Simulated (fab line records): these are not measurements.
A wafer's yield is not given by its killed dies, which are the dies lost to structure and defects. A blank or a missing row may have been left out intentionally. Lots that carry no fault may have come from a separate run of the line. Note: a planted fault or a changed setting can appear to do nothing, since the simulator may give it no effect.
A struck lot beside a sound one | flow nandHarc | 15 steps out of a route of 1159
Sound: the wafers L754.1, L754.4, L754.5. Struck: wafer L767.1 (L767.2, L767.4, from the same lot, were not struck and are left out); the cause is given at the end.
For every step that has rows: the tool of each side, followed by ch and its chambers, followed by its first start. Under that, the readings that differ: sound wafers | struck wafers | difference of the means | sigmas: that difference in standard deviations of wafers without a fault.
alike: readings with means less than 2 such deviations apart, plus words and numbers identical on both sides. not compared: withheld readings, readings lacking a value on some wafer, bounds such as >300 that could conceal the same value, and numbers that have no deviation in the record and whose values overlap.
Wherever a step has rows on one side only, a row that says differs or no value, or a row with sigmas, the two part there. Numbers that don't overlap but have no deviation are shown without sigmas and don't part them. A reading missing from all wafers of one side parts the sides only when that side holds two or more wafers.

first, 1 step without rows for these wafers: NHARC_A_CONTACT_ETCH_112 (etches the open film in C4F8/O2/Ar, time 94 s, target depth 922 nm).
NHARC_A_CONTACT_ETCH_113: etches the open film in C4F8/O2/Ar, time 94 s, target depth 922 nm.
  sound on harCapEtch-03 ch 0,1, day 16 13:49; struck on harCapEtch-02 ch 0, day 20 14:43
  not compared: rfHoursCounterH, runLengthS
then, 2 steps without rows for these wafers: NHARC_A_CONTACT_ETCH_114 (etches the open film in C4F8/O2/Ar, time 94 s, target depth 922 nm); NHARC_A_CONTACT_ETCH_115 (etches the open film in C4F8/O2/Ar, time 94 s, target depth 922 nm).
NHARC_A_CONTACT_ETCH_116: etches the open film in C4F8/O2/Ar, time 94 s, target depth 922 nm.
  sound on harCapEtch-03 ch 0,1, day 16 14:05; struck on harCapEtch-02 ch 0, day 20 14:59
  not compared: rfHoursCounterH, runLengthS
then, 2 steps without rows for these wafers: NHARC_A_CONTACT_ETCH_117 (etches the open film in C4F8/O2/Ar, time 94 s, target depth 922 nm); NHARC_A_CONTACT_ETCH_118 (etches the open film in C4F8/O2/Ar, time 94 s, target depth 922 nm).
NHARC_A_CONTACT_ETCH_119: etches the open film in C4F8/O2/Ar, time 94 s, target depth 922 nm.
  sound on harCapEtch-03 ch 0,1, day 16 14:21; struck on harCapEtch-02 ch 0, day 20 15:16
  not compared: rfHoursCounterH, runLengthS
NHARC_A_CONTACT_ETCH_120: etches the open film in C4F8/O2/Ar, time 94 s, target depth 922 nm.
  sound on harCapEtch-03 ch 0,1, day 16 14:26; struck on harCapEtch-02 ch 0, day 20 15:21
  not compared: rfHoursCounterH, runLengthS
then, 1 step without rows for these wafers: NHARC_A_CONTACT_ETCH_121 (etches the open film in C4F8/O2/Ar, time 94 s, target depth 922 nm).
NHARC_A_CONTACT_ETCH_122: etches the open film in C4F8/O2/Ar, time 95 s, target depth 930 nm.
  sound on harCapEtch-03 ch 0,1, day 16 14:37; struck on harCapEtch-02 ch 0, day 20 15:32
  not compared: rfHoursCounterH, runLengthS
then, 1 step without rows for these wafers: NHARC_A_CONTACT_ETCH_123 (etches the open film in C4F8/O2/Ar, time 253 s, target depth 1090 nm).
NHARC_A_CONTACT_ETCH_90: etches the open film in CH3F/O2, target depth 40 nm, time 85.7 s.
  sound on rieDiel-13 ch 0,1,2, day 16 15:19; struck on rieDiel-11 ch 0, day 20 16:15
reading        | sound             | struck | difference | sigmas
runLengthS (s) | 106.3 107.1 106.7 | 76.2   | -30.5      | -58
  alike: drypumpMotorCurrentA, oesProductAu, rfVppV, showerheadPlenumPTorr, throttleValvePct
  not compared: rfHoursCounterH
then, 2 steps without rows for these wafers: NHARC_A_CONTACT_ETCH_96 (etches the open film in C4F6/O2, target depth 20 nm, time 10 s); NHARC_END_SORT_01.

WHERE THEY PART
NHARC_A_CONTACT_ETCH_90 only, going by this record.

WHY: what had been put in by the simulator
rieDiel-11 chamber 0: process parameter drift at NHARC_A_CONTACT_ETCH_90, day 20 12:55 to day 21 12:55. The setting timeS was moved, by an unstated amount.
